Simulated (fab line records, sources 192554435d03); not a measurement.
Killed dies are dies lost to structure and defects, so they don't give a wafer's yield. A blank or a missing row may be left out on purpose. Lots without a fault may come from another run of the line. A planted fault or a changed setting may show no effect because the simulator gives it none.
Chamber matching | flow n5_finfet | N5_BEOL_M8_STRIP_19 on rie_diel-04: 4 sister chambers
The step strips in O2. 18 wafers are shown with their chamber, then 9 later ones without.

WAFERS WITH THEIR CHAMBER
wafer  | chamber | drypump_motor_current_A (A) | showerhead_plenum_p_Torr (Torr) | throttle_valve_pct (%)
L076.1 | 2       | 5.7                         | 2.17                            | 16.82
L076.2 | 1       | 5.4                         | 2.06                            | 16.19
L076.4 | 3       | 5.0                         | 2.23                            | 16.43
L078.3 | 1       | 5.4                         | 2.06                            | 16.22
L078.5 | 0       | 5.9                         | 2.09                            | 16.63
L078.6 | 1       | 5.4                         | 2.06                            | 16.23
L079.1 | 1       | 5.4                         | 2.06                            | 16.21
L079.2 | 3       | 4.9                         | 2.23                            | 16.44
L079.6 | 0       | 5.9                         | 2.09                            | 16.63
L081.1 | 3       | 5.0                         | 2.23                            | 16.44
L081.2 | 1       | 5.4                         | 2.06                            | 16.23
L081.3 | 2       | 5.7                         | 2.17                            | 16.85
L081.4 | 0       | 5.9                         | 2.09                            | 16.63
L081.5 | 3       | 5.0                         | 2.23                            | 16.44
L081.6 | 0       | 5.9                         | 2.09                            | 16.64
L080.1 | 3       | 5.0                         | 2.22                            | 16.45
L080.2 | 2       | 5.7                         | 2.16                            | 16.87
L080.4 | 0       | 5.9                         | 2.08                            | 16.65

SIGNATURES (means of the wafers above)
reading                  | chamber 0 | chamber 1 | chamber 2 | chamber 3 | scatter within a chamber
drypump_motor_current_A  | 5.900     | 5.400     | 5.700     | 4.980     | 0.0239
showerhead_plenum_p_Torr | 2.0880    | 2.0600    | 2.1667    | 2.2280    | 0.00402
throttle_valve_pct       | 16.6360   | 16.2160   | 16.8467   | 16.4400   | 0.0144
Rule: a wafer's distance from a chamber is the root of the sum, over the readings, of the square of ((its reading less the chamber's mean) divided by the reading's scatter). The wafer belongs to the nearest chamber; if the next one is less than 2 further off, it can't be placed. The scatter: the root of (the sum of the squares of (reading less its chamber's mean) over the shown wafers, divided by (wafers less chambers)).

WAFERS WITHOUT THEIR CHAMBER
wafer  | drypump_motor_current_A (A) | showerhead_plenum_p_Torr (Torr) | throttle_valve_pct (%)
L085.1 | 5.0                         | 2.22                            | 16.46
L085.3 | 5.4                         | 2.05                            | 16.23
L085.5 | 5.9                         | 2.08                            | 16.66
L086.1 | 5.7                         | 2.16                            | 16.88
L086.2 | 5.9                         | 2.08                            | 16.65
L086.3 | 5.0                         | 2.22                            | 16.47
L093.1 | 4.9                         | 2.22                            | 16.49
L093.2 | 5.7                         | 2.16                            | 16.91
L093.4 | 5.4                         | 2.05                            | 16.28

WHICH CHAMBER EACH WENT THROUGH
wafer  | from the rows above | in truth
L085.1 | 3                   | 3
L085.3 | 1                   | 1
L085.5 | 0                   | 0
L086.1 | 2                   | 2
L086.2 | 0                   | 0
L086.3 | 3                   | 3
L093.1 | 3                   | 3
L093.2 | 2                   | 2
L093.4 | 1                   | 1
Placed correctly: 9 of 9. Can't be placed from these rows: 0. Placed wrongly: 0.
